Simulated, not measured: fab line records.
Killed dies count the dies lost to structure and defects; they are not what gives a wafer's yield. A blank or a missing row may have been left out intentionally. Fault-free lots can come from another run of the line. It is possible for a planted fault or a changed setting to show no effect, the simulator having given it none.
fab line records | flow n5Finfet
[record] lots = 7 wafers = 39
route steps=1938 shown PMOS_HMC_CHANNEL_EPI@73 FIN_SAQP@110 DUMMY_REMOVAL@382 HKMG_FIN@448 BEOL_M0_SAQP@632 BEOL_M1@830 BEOL_M3@994 BEOL_M6@1197 BEOL_M8@1344 BEOL_M11@1578 MIM_TOP_LITHO@1850 PASSIVATION@1915
startH: the number of hours between the record's first day and the start of the first shown wafer of the lot | waitH: time in hours since the lot's previous step | " same as the row above | L1.1+2: one row covering several wafers at once | - no value, or no start given | * or withheld: withheld | < > ~ a bound
route shown NAME@n: names a module that has steps shown in the file, with the first one's number in the route | usual: mean and standard deviation over wafers with no fault | same: alike in all rows | chamber/n: place in a boat | sites: the reading at each site | _std_site: how widely they spread, as a standard deviation | _edge_site: outer sites' mean less inner sites' | radiusMm: how far each site lies from the wafer's centre | mask NAME#n: copy n | behind: the tool/chamber that last shaped the wafer | hold: what put the lot on hold/how long, in hours/how the hold closed | device: names the non-switching transistor (n, p or np) | end of line: the route-end tests of the same wafers | for a step that has no rows: nothing shown but its recipe | killed: at the first sort, the dies lost to defects and structure; wafer yield is something else | map: dies across one wafer; x = killed, . = not, _ = none there
set.NAME: the setting the step ran with; set.NAME@STEP: the setting that earlier step ran with | model.NAME: the simulator's own value behind a step, which no gauge read
lots where settings were altered on purpose, with a table for each step and a row for each wafer
[[steps]]
[step N5_PMOS_HMC_CHANNEL_EPI_ETCH_38]
[recipe] chemistry = CF4 target = SiO2 targetDepthA = 15 ionEnergyEv = 350 pressureMtorr = 10 icpW = 800 biasW = 400 cf4FlowSccm = 80
[step N5_FIN_SAQP_DEVELOP_15]
[recipe] developTimeS = 30 developer = TMAH resist = CAR-ArF devTempC = 23 rinseLiquid = diw dry = airSpin
[step N5_DUMMY_REMOVAL_PRECLEAN_08]
[recipe] chemistry = NF3:NH3 afsCycles = 2 tempC = 30 timeS = 20 sublimationTempC = 180 sublimationTimeS = 60 pressureTorr = 3 rfPowerW = 30
[step N5_HKMG_FIN_NWFM_ALD_20]
[recipe] material = TiAlC targetThkA = 20 tempC = 300 aldPrecursorFamily = TiCl4 aldCoReactant = TEA pulseTimeS = 3 purgeTimeS = 2 coReactantPurgeTimeS = 2 coReactantPulseTimeS = 10 aldCycles = 7 pressureTorr = 3
[step N5_BEOL_M0_SAQP_PECVD_00]
[recipe] material = SiCN targetThkA = 80 tempC = withheld precursor = 3MS/NH3 pressureTorr = 3 rfW = 202 timeS = 14
[step N5_BEOL_M1_SPUTTER_96]
[recipe] material = Cu targetThkA = 45 tempC = -20 chamberPressurePa = 0.07 powerW = withheld timeS = 8.29
[step N5_BEOL_M1_DEP_57]
[step N5_BEOL_M3_SPUTTER_48]
[step N5_BEOL_M6_PECVD_70]
[recipe] material = SiO2 targetThkA = 200 tempC = 400 precursor = TEOS/O2 pressureTorr = 5.5 rfW = 450 teosFlowSccm = 53.8 gas = O2 flowSccm = 3000 timeS = 22.7
[step N5_BEOL_M8_DEVELOP_10]
[recipe] developTimeS = 30 developer = TMAH resist = CAR-ArF rinseLiquid = diw dry = airSpin devTempC = 23
[step N5_BEOL_M11_TRENCH_ETCH_37]
[recipe] chemistry = C4F6/O2 targetDepthA = 1488.3 target = SiCOH_lowk timeS = 48 ionEnergyEv = 250 pressureMtorr = 30 sourceW = 345 biasW = 185 Ar_flow_sccm = 300 C4F6_flow_sccm = 10 O2_flow_sccm = 10
[step N5_MIM_TOP_LITHO_DESCUM_10]
[recipe] chemistry = O2 timeS = 7.9 sourcePowerW = 50 biasPowerW = 20 pressureMtorr = 20 rfFrequencyHz = 2.712e+07 tempC = 40 o2FlowSccm = 225
[step N5_PASSIVATION_PECVD_53]
[recipe] material = SiO2 targetThkA = 8000 tempC = 400 precursor = TEOS/O2 pressureTorr = 6.5 rfW = withheld teosFlowSccm = withheld gas = O2 flowSccm = 2650 timeS = 169.4
[step N5_PASSIVATION_PROBE_49]
[usual] killed_at_M0_to_M3 = 34/10 killedDies = 101/18 killedOnRim = 14/4.4 sort_bin_5_function = 5.0/0.97
// columns lot.wafer tool chamber startH waitH set.targetDepthA@PMOS_HMC_CHANNEL_EPI_ETCH_38 set.developTimeS@FIN_SAQP_DEVELOP_15 set.timeS@DUMMY_REMOVAL_PRECLEAN_08 set.aldCycles@HKMG_FIN_NWFM_ALD_20 set.timeS@BEOL_M0_SAQP_PECVD_00 set.targetThkA@BEOL_M1_SPUTTER_96 set.timeS@BEOL_M1_DEP_57 set.targetThkA@BEOL_M3_SPUTTER_48 set.timeS@BEOL_M6_PECVD_70 set.developTimeS@BEOL_M8_DEVELOP_10 set.timeS@BEOL_M11_TRENCH_ETCH_37 set.timeS@MIM_TOP_LITHO_DESCUM_10 set.timeS@PASSIVATION_PECVD_53 killed_at_M0_to_M3 killedDies killedOnRim sort_bin_5_function[%]
L075.1 prober-02 - 302.29 0.0 15 20.12 20 4 14 56.91 22.39 45 22.7 39.3 48 7.9 246.1 32 1180 152 96.4
L075.2 prober-02 - 302.34 0.1 8.428 30 26.01 4 14 56.91 14 45 26.45 30 48 7.9 246.1 23 1180 152 95.2
L075.3 prober-02 - 302.39 0.1 15 30 26.01 7 14 45 22.39 45 22.7 39.3 48 7.9 169.4 25 110 24 5.2
L075.4 prober-02 - 302.44 0.2 8.428 20.12 20 7 14 56.91 14 45 22.7 30 30 7.9 169.4 23 119 21 4.6
L075.5 prober-02 - 302.49 0.2 8.428 30 20 4 14 45 22.39 45 26.45 30 30 7.9 246.1 66 1180 152 95.2
L075.6 prober-02 - 302.54 0.3 15 20.12 26.01 7 14 45 14 45 26.45 39.3 30 7.9 169.4 33 136 16 6.3
L079.1 prober-02 - 304.26 0.0 23.02 30 25.32 7 21.41 45 19.04 45 14.79 23.63 59 9.319 255.6 1110 1180 152 96.9
L079.2 prober-02 - 304.31 0.1 15 16.62 20 4 14 45 14 25.61 22.7 30 59 9.319 169.4 26 96 11 4.7
L079.3 prober-02 - 304.36 0.1 15 30 25.32 7 14 54.8 19.04 45 22.7 23.63 59 7.9 255.6 27 1180 152 96.6
L079.4 prober-02 - 304.41 0.2 23.02 30 20 4 21.41 54.8 19.04 25.61 22.7 30 48 7.9 255.6 1125 1180 152 95.8
L079.5 prober-02 - 304.46 0.2 23.02 16.62 25.32 4 14 54.8 14 45 14.79 30 48 9.319 169.4 45 102 10 5.0
L079.6 prober-02 - 304.51 0.3 15 16.62 20 7 21.41 45 14 25.61 14.79 23.63 48 7.9 169.4 1126 1180 152 96.2
L083.1 prober-02 - 323.79 0.0 21.52 30 20 7 14 45 10.44 58.82 22.7 12.21 48 6.1 77.69 47 92 10 4.4
L083.2 prober-02 - 323.84 0.1 15 18.79 23.29 7 14 37.55 14 45 22.7 12.21 20.75 7.9 169.4 36 1180 152 96.9
L083.3 prober-02 - 323.89 0.1 15 18.79 20 7 14 45 14 58.82 22.7 30 20.75 7.9 77.69 28 1180 152 97.1
L083.4 prober-02 - 323.94 0.2 21.52 30 23.29 7 14 37.55 14 58.82 22.7 12.21 48 6.1 77.69 33 92 12 4.5
L083.5 prober-02 - 323.99 0.2 21.52 18.79 20 7 14 37.55 10.44 45 22.7 30 48 7.9 169.4 34 92 6 4.7
L083.6 prober-02 - 324.04 0.3 15 30 23.29 7 14 45 10.44 45 22.7 30 20.75 6.1 169.4 41 1180 152 96.4
L087.1 prober-01 - 363.85 0.0 15 30 20 7 14 45 14 45 22.7 30 48 7.9 169.4 23 101 9 5.3
L087.2 prober-01 - 363.90 0.1 15 30 20 7 14 45 14 45 22.7 30 48 7.9 169.4 18 69 9 3.3
L087.6 prober-01 - 364.10 0.3 15 30 20 7 14 45 14 45 22.7 30 48 7.9 169.4 27 114 19 6.3
L089.1 prober-02 - 369.37 0.0 15 30 20 7 22.14 45 14 19.67 31.11 30 48 7.9 130.4 1106 1180 152 95.5
L089.2 prober-02 - 369.42 0.1 15 30 20 4 22.14 45 10.44 19.67 22.7 30 48 7.9 169.4 1098 1180 152 96.0
L089.3 prober-02 - 369.47 0.1 15 30 20 4 14 45 14 45 22.7 30 48 7.9 130.4 48 120 18 6.4
L089.4 prober-02 - 369.52 0.2 15 30 20 7 14 45 10.44 45 22.7 30 26.76 7.9 130.4 29 210 29 5.3
L089.5 prober-02 - 369.57 0.2 15 30 20 7 14 45 10.44 19.67 31.11 30 26.76 7.9 169.4 44 228 27 6.7
L089.6 prober-02 - 369.62 0.3 15 30 20 4 22.14 45 14 45 31.11 30 26.76 7.9 169.4 1096 1180 152 96.2
L096.1 prober-02 - 425.50 0.0 6.439 30 20 7 14 45 11.65 45 22.7 30 56.95 7.9 169.4 34 92 15 4.5
L096.2 prober-02 - 425.55 0.1 6.439 36.62 20 7 14 45 11.65 33.09 11.25 24.37 48 7.9 169.4 37 106 16 4.7
L096.3 prober-02 - 425.60 0.1 15 36.62 20 7 14 45 14 45 22.7 30 48 7.9 169.4 35 103 15 5.2
L096.4 prober-02 - 425.65 0.2 15 30 20 7 14 35.52 14 45 11.25 24.37 48 7.9 169.4 34 103 17 4.9
L096.5 prober-02 - 425.70 0.2 15 30 20 7 14 35.52 11.65 33.09 11.25 30 56.95 7.9 169.4 37 101 16 4.7
L096.6 prober-02 - 425.75 0.3 6.439 36.62 20 7 14 35.52 14 33.09 22.7 24.37 56.95 7.9 169.4 17 86 10 4.0
L097.1 prober-01 - 429.95 0.0 15 30 26.95 7 14 32.6 8.918 45 22.7 30 48 7.9 169.4 44 135 23 6.8
L097.2 prober-01 - 430.00 0.1 15 30 26.95 7 20.39 45 8.918 45 18.12 30 48 7.9 169.4 1064 1180 152 95.9
L097.3 prober-01 - 430.05 0.1 15 42.17 20 7 20.39 32.6 8.918 45 22.7 30 48 11.22 169.4 1109 1180 152 97.1
L097.4 prober-01 - 430.10 0.2 15 42.17 20 7 14 45 14 45 18.12 30 48 11.22 169.4 20 112 13 5.6
L097.5 prober-01 - 430.15 0.2 15 30 20 7 20.39 45 14 45 22.7 30 48 7.9 169.4 1099 1180 152 95.7
L097.6 prober-01 - 430.20 0.3 15 42.17 26.95 7 14 32.6 14 45 18.12 30 48 11.22 169.4 18 96 10 4.5
// killed by level:class
L075.1 PASSIVATION:areaPecvd=1079 MOL_CONTACT_COAG:geometricParticle:open=12 BEOL_M0_SAQP:geometricParticle:short=9 FIN_SAQP:geometricParticle:open=8 STI_FIN_REVEAL:geometricParticle:open=7 MOL_CONTACT_COAG:geometricParticle:short=7 BEOL_M0_SAQP:geometricParticle:open=6 SPACER0:geometricParticle:open=5
L075.2 PASSIVATION:areaPecvd=1045 FIN_SAQP:geometricParticle:open=22 FIN_SAQP:geometricParticle:short=19 MOL_CONTACT_COAG:geometricParticle:open=13 BEOL_M0_SAQP:geometricParticle:open=8 BEOL_M4:geometricParticle:open=7 MOL_CONTACT_COAG:geometricParticle:short=6 PAD_METAL:geometricParticle:open=6
L075.3 MOL_CONTACT_COAG:geometricParticle:open=18 FIN_SAQP:geometricParticle:open=9 BEOL_M3:geometricParticle:open=6 BEOL_M0_SAQP:geometricParticle:short=5 HKMG_FIN:areaEtch=5 FIN_SAQP:geometricParticle:short=4 STI_FIN_REVEAL:geometricParticle:open=4 DUMMY_GATE:geometricParticle:open=4
L075.4 BEOL_M11:areaEcd=18 MOL_CONTACT_COAG:geometricParticle:open=14 FIN_SAQP:geometricParticle:open=8 STI_FIN_REVEAL:geometricParticle:open=8 FIN_SAQP:geometricParticle:short=7 GATE_CUT:geometricParticle:short=6 BEOL_M0_SAQP:geometricParticle:short=6 SPACER0:geometricParticle:short=5
L075.5 PASSIVATION:areaPecvd=1036 BEOL_M0_SAQP:geometricParticle:short=26 MOL_CONTACT_COAG:geometricParticle:open=19 BEOL_M0_SAQP:geometricParticle:open=16 BEOL_M3:geometricParticle:short=7 FIN_SAQP:geometricParticle:short=6 FIN_SAQP:geometricParticle:open=6 DUMMY_GATE:geometricParticle:open=5
L075.6 BEOL_M11:areaEcd=19 DUMMY_GATE:geometricParticle:open=12 MOL_CONTACT_COAG:geometricParticle:open=11 BEOL_M0_SAQP:geometricParticle:short=9 FIN_SAQP:geometricParticle:open=8 FIN_SAQP:geometricParticle:short=6 BEOL_M3:geometricParticle:open=5 BEOL_M0_SAQP:geometricParticle:open=5
L079.1 BEOL_M0:areaEtch=1083 FIN_SAQP:geometricParticle:open=10 STI_FIN_REVEAL:geometricParticle:open=10 BEOL_M2:geometricParticle:open=9 BEOL_M3:geometricParticle:open=7 GATE_CUT:geometricParticle:open=5 MIM_TOP_ETCH:geometricParticle:short=5 GATE_CUT:geometricParticle:short=4
L079.2 MOL_CONTACT_COAG:geometricParticle:open=10 STI_FIN_REVEAL:geometricParticle:open=7 BEOL_M3:geometricParticle:open=6 MIM_TOP_ETCH:geometricParticle:short=6 BEOL_M1:geometricParticle:open=5 BEOL_M2:geometricParticle:open=5 FIN_SAQP:geometricParticle:short=4 FIN_SAQP:geometricParticle:open=4
L079.3 PASSIVATION:areaPecvd=1088 MOL_CONTACT_COAG:geometricParticle:open=11 FIN_SAQP:geometricParticle:short=8 BEOL_M2:geometricParticle:open=7 GATE_CUT:geometricParticle:short=6 BEOL_M4:geometricParticle:open=6 BEOL_M1:geometricParticle:open=5 FIN_SAQP:geometricParticle:open=4
L079.4 BEOL_M0:areaEtch=1053 BEOL_M2:geometricParticle:open=32 MOL_CONTACT_COAG:geometricParticle:open=12 BEOL_M1:geometricParticle:open=9 BEOL_M2:geometricParticle:short=9 FIN_SAQP:geometricParticle:open=6 BEOL_M0_SAQP:geometricParticle:open=6 STI_FIN_REVEAL:geometricParticle:open=5
L079.5 BEOL_M2:geometricParticle:open=15 MOL_CONTACT_COAG:geometricParticle:open=9 BEOL_M3:geometricParticle:open=8 BEOL_M1:geometricParticle:open=7 FIN_SAQP:geometricParticle:short=6 MOL_CONTACT_COAG:geometricParticle:short=6 BEOL_M0_SAQP:geometricParticle:open=5 FIN_SAQP:geometricParticle:open=4
L079.6 BEOL_M0:areaEtch=1093 BEOL_M2:geometricParticle:open=10 BEOL_M4:geometricParticle:open=8 FIN_SAQP:geometricParticle:open=7 BEOL_M1:geometricParticle:open=5 STI_FIN_REVEAL:geometricParticle:open=4 GATE_CUT:geometricParticle:short=4 MOL_CONTACT_COAG:geometricParticle:short=4
L083.1 BEOL_M0_SAQP:geometricParticle:short=19 BEOL_M0_SAQP:geometricParticle:open=16 BEOL_M4:geometricParticle:open=9 FIN_SAQP:geometricParticle:short=5 MOL_CONTACT_COAG:geometricParticle:open=5 BEOL_M1:geometricParticle:open=5 HKMG_FIN:areaEtch=5 BEOL_M2:geometricParticle:open=4
L083.2 BEOL_M11:areaEtch=1092 FIN_SAQP:geometricParticle:short=9 BEOL_M0_SAQP:geometricParticle:short=8 BEOL_M4:geometricParticle:open=7 BEOL_M1:geometricParticle:open=7 BEOL_M0_SAQP:geometricParticle:open=6 STI_FIN_REVEAL:geometricParticle:open=5 BEOL_M3:geometricParticle:open=5
L083.3 BEOL_M11:areaEtch=1100 BEOL_M4:geometricParticle:open=9 BEOL_M0_SAQP:geometricParticle:short=8 BEOL_M0_SAQP:geometricParticle:open=8 BEOL_M1:geometricParticle:open=6 STARTING-WAFER:geometricParticle:short=4 BEOL_M5:geometricParticle:open=4 FIN_SAQP:geometricParticle:short=3
L083.4 BEOL_M0_SAQP:geometricParticle:short=13 FIN_SAQP:geometricParticle:short=9 BEOL_M0_SAQP:geometricParticle:open=7 BEOL_M4:geometricParticle:open=7 MOL_CONTACT_COAG:geometricParticle:open=6 BEOL_M3:geometricParticle:open=6 FIN_SAQP:geometricParticle:open=4 BEOL_M7:geometricParticle:open=4
L083.5 BEOL_M0_SAQP:geometricParticle:short=13 BEOL_M0_SAQP:geometricParticle:open=11 STARTING-WAFER:geometricParticle:open=8 HKMG_FIN:areaEtch=8 FIN_SAQP:geometricParticle:short=5 BEOL_M4:geometricParticle:open=4 STARTING-WAFER:geometricParticle:short=4 DUMMY_GATE:geometricParticle:open=3
L083.6 BEOL_M11:areaEtch=1087 BEOL_M0_SAQP:geometricParticle:short=15 BEOL_M3:geometricParticle:short=11 BEOL_M4:geometricParticle:open=11 FIN_SAQP:geometricParticle:short=7 BEOL_M0_SAQP:geometricParticle:open=7 FIN_SAQP:geometricParticle:open=6 GATE_CUT:geometricParticle:short=5
L087.1 STI_FIN_REVEAL:geometricParticle:open=14 MOL_CONTACT_COAG:geometricParticle:open=14 FIN_SAQP:geometricParticle:open=9 BEOL_M3:geometricParticle:open=8 FIN_SAQP:geometricParticle:short=7 GATE_CUT:geometricParticle:short=5 BEOL_M0_SAQP:geometricParticle:short=5 DUMMY_GATE:geometricParticle:open=4
L087.2 MOL_CONTACT_COAG:geometricParticle:open=10 BEOL_M4:geometricParticle:open=7 STI_FIN_REVEAL:geometricParticle:open=5 STARTING-WAFER:geometricParticle:short=5 DUMMY_GATE:geometricParticle:open=4 BEOL_M2:geometricParticle:open=4 STARTING-WAFER:geometricParticle:open=4 MOL_CONTACT_COAG:geometricParticle:short=3
L087.6 FIN_SAQP:geometricParticle:short=14 MOL_CONTACT_COAG:geometricParticle:open=14 STI_FIN_REVEAL:geometricParticle:open=12 FIN_SAQP:geometricParticle:open=10 BEOL_M0_SAQP:geometricParticle:open=8 MOL_CONTACT_COAG:geometricParticle:short=6 BEOL_M1:geometricParticle:open=5 BEOL_M4:geometricParticle:open=5
L089.1 BEOL_M0:areaEtch=1068 MOL_CONTACT_COAG:geometricParticle:open=21 BEOL_M3:geometricParticle:open=10 STI_FIN_REVEAL:geometricParticle:open=8 FIN_SAQP:geometricParticle:open=6 MOL_CONTACT_COAG:geometricParticle:short=6 BEOL_M0_SAQP:geometricParticle:open=6 BEOL_M2:geometricParticle:open=5
L089.2 BEOL_M0:areaEtch=1057 MOL_CONTACT_COAG:geometricParticle:open=17 BEOL_M0_SAQP:geometricParticle:open=15 BEOL_M4:geometricParticle:open=13 FIN_SAQP:geometricParticle:open=10 MOL_CONTACT_COAG:geometricParticle:short=8 BEOL_M3:geometricParticle:open=7 BEOL_M0_SAQP:geometricParticle:short=5
L089.3 BEOL_M0_SAQP:geometricParticle:open=12 BEOL_M4:geometricParticle:open=12 BEOL_M0_SAQP:geometricParticle:short=10 BEOL_M1:geometricParticle:open=10 MOL_CONTACT_COAG:geometricParticle:open=9 BEOL_M2:geometricParticle:open=8 BEOL_M5:geometricParticle:open=8 FIN_SAQP:geometricParticle:open=7
L089.4 BEOL_M11:areaEcd=103 BEOL_M4:geometricParticle:open=11 MOL_CONTACT_COAG:geometricParticle:open=10 GATE_CUT:geometricParticle:open=8 BEOL_M3:geometricParticle:open=8 STI_FIN_REVEAL:geometricParticle:open=7 BEOL_M0_SAQP:geometricParticle:open=7 STARTING-WAFER:geometricParticle:open=6
L089.5 BEOL_M11:areaEcd=95 BEOL_M4:geometricParticle:open=14 FIN_SAQP:geometricParticle:open=10 BEOL_M0_SAQP:geometricParticle:open=9 BEOL_M1:geometricParticle:open=9 MOL_CONTACT_COAG:geometricParticle:open=8 FIN_SAQP:geometricParticle:short=7 STI_FIN_REVEAL:geometricParticle:open=7
L089.6 BEOL_M0:areaEtch=1050 BEOL_M4:geometricParticle:open=17 BEOL_M0_SAQP:geometricParticle:open=11 BEOL_M3:geometricParticle:open=11 MOL_CONTACT_COAG:geometricParticle:open=10 GATE_CUT:geometricParticle:short=6 FIN_SAQP:geometricParticle:open=5 STI_FIN_REVEAL:geometricParticle:open=5
L096.1 FIN_SAQP:geometricParticle:open=12 DUMMY_GATE:geometricParticle:open=9 BEOL_M0_SAQP:geometricParticle:open=7 BEOL_M3:geometricParticle:open=7 MOL_CONTACT_COAG:geometricParticle:open=5 BEOL_M0_SAQP:geometricParticle:short=5 BEOL_M2:geometricParticle:open=5 BEOL_M4:geometricParticle:open=4
L096.2 BEOL_M3:geometricParticle:open=12 HKMG_FIN:areaEtch=11 BEOL_M0_SAQP:geometricParticle:open=8 FIN_SAQP:geometricParticle:short=7 BEOL_M1:geometricParticle:open=6 FIN_SAQP:geometricParticle:open=5 BEOL_M2:geometricParticle:open=5 BEOL_M4:geometricParticle:open=5
L096.3 FIN_SAQP:geometricParticle:short=13 BEOL_M0_SAQP:geometricParticle:open=11 BEOL_M0_SAQP:geometricParticle:short=9 FIN_SAQP:geometricParticle:open=8 DUMMY_GATE:geometricParticle:open=8 MOL_CONTACT_COAG:geometricParticle:open=6 BEOL_M3:geometricParticle:open=6 BEOL_M5:geometricParticle:open=4
L096.4 FIN_SAQP:geometricParticle:short=14 BEOL_M0_SAQP:geometricParticle:short=13 FIN_SAQP:geometricParticle:open=10 BEOL_M0_SAQP:geometricParticle:open=8 DUMMY_GATE:geometricParticle:open=6 BEOL_M6:geometricParticle:open=5 STI_FIN_REVEAL:geometricParticle:open=4 BEOL_M2:geometricParticle:open=4
L096.5 FIN_SAQP:geometricParticle:open=8 BEOL_M1:geometricParticle:open=8 FIN_SAQP:geometricParticle:short=7 BEOL_M4:geometricParticle:open=7 BEOL_M0_SAQP:geometricParticle:short=6 BEOL_M3:geometricParticle:open=6 MOL_CONTACT_COAG:geometricParticle:open=5 BEOL_M0_SAQP:geometricParticle:open=5
L096.6 FIN_SAQP:geometricParticle:open=10 FIN_SAQP:geometricParticle:short=7 STI_FIN_REVEAL:geometricParticle:open=7 MOL_CONTACT_COAG:geometricParticle:open=7 BEOL_M0_SAQP:geometricParticle:short=6 BEOL_M0_SAQP:geometricParticle:open=6 DUMMY_GATE:geometricParticle:open=5 HKMG_FIN:areaEtch=5
L097.1 BEOL_M2:geometricParticle:open=15 MOL_CONTACT_COAG:geometricParticle:open=15 FIN_SAQP:geometricParticle:open=14 FIN_SAQP:geometricParticle:short=10 STI_FIN_REVEAL:geometricParticle:open=9 BEOL_M1:geometricParticle:open=8 STARTING-WAFER:geometricParticle:open=7 BEOL_M4:geometricParticle:open=5
L097.2 BEOL_M0:areaEtch=1041 BEOL_M4:geometricParticle:open=19 MOL_CONTACT_COAG:geometricParticle:open=19 GATE_CUT:geometricParticle:open=12 FIN_SAQP:geometricParticle:open=10 FIN_SAQP:geometricParticle:short=8 STI_FIN_REVEAL:geometricParticle:open=8 GATE_CUT:geometricParticle:short=6
L097.3 BEOL_M0:areaEtch=1085 BEOL_M4:geometricParticle:open=18 BEOL_M2:geometricParticle:open=8 FIN_SAQP:geometricParticle:open=7 BEOL_M3:geometricParticle:open=7 BEOL_M4:geometricParticle:short=5 FIN_SAQP:geometricParticle:short=4 MOL_CONTACT_COAG:geometricParticle:open=4
L097.4 STI_FIN_REVEAL:geometricParticle:open=20 MOL_CONTACT_COAG:geometricParticle:open=11 FIN_SAQP:geometricParticle:open=10 HKMG_FIN:areaEtch=7 BEOL_M4:geometricParticle:open=6 GATE_CUT:geometricParticle:short=5 BEOL_M1:geometricParticle:open=5 FIN_SAQP:geometricParticle:short=4
L097.5 BEOL_M0:areaEtch=1070 MOL_CONTACT_COAG:geometricParticle:open=16 FIN_SAQP:geometricParticle:short=11 FIN_SAQP:geometricParticle:open=10 BEOL_M3:geometricParticle:open=7 GATE_CUT:geometricParticle:open=5 GATE_CUT:geometricParticle:short=5 BEOL_M2:geometricParticle:open=5
L097.6 BEOL_M4:geometricParticle:open=11 FIN_SAQP:geometricParticle:open=10 MOL_CONTACT_COAG:geometricParticle:open=9 GATE_CUT:geometricParticle:short=8 MOL_CONTACT_COAG:geometricParticle:short=6 BEOL_M3:geometricParticle:open=5 FIN_SAQP:geometricParticle:short=4 BEOL_M2:geometricParticle:open=4
[[key]]
[split] step = N5_PMOS_HMC_CHANNEL_EPI_ETCH_38 setting = targetDepthA statedAs = 15
response none clear
[split] step = N5_FIN_SAQP_DEVELOP_15 setting = developTimeS statedAs = 30
response none clear
[split] step = N5_DUMMY_REMOVAL_PRECLEAN_08 setting = timeS statedAs = 20
response none clear
[split] step = N5_HKMG_FIN_NWFM_ALD_20 setting = aldCycles statedAs = 7
response none clear
[split] step = N5_BEOL_M0_SAQP_PECVD_00 setting = timeS statedAs = 14
[response] step = N5_PASSIVATION_PROBE_49 reading = killed_at_M0_to_M3 slope = +20.1 per = 1% togetherWith = all explained = 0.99
[response] step = N5_PASSIVATION_PROBE_49 reading = sort_bin_5_function slope = +1.54 per = 1% togetherWith = all explained = 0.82
[response] step = N5_PASSIVATION_PROBE_49 reading = killedOnRim slope = +2.26 per = 1% togetherWith = all explained = 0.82
[response] step = N5_PASSIVATION_PROBE_49 reading = killedDies slope = +17.5 per = 1% togetherWith = all explained = 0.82
[split] step = N5_BEOL_M1_SPUTTER_96 setting = targetThkA statedAs = 45
response none clear
[split] step = N5_BEOL_M1_DEP_57 setting = timeS statedAs = 14
response none clear
[split] step = N5_BEOL_M3_SPUTTER_48 setting = targetThkA statedAs = 45
response none clear
[split] step = N5_BEOL_M6_PECVD_70 setting = timeS statedAs = 22.7
response none clear
[split] step = N5_BEOL_M8_DEVELOP_10 setting = developTimeS statedAs = 30
response none clear
[split] step = N5_BEOL_M11_TRENCH_ETCH_37 setting = timeS statedAs = 48
response none clear
[split] step = N5_MIM_TOP_LITHO_DESCUM_10 setting = timeS statedAs = 7.9
response none clear
[split] step = N5_PASSIVATION_PECVD_53 setting = timeS statedAs = 169.4
response none clear
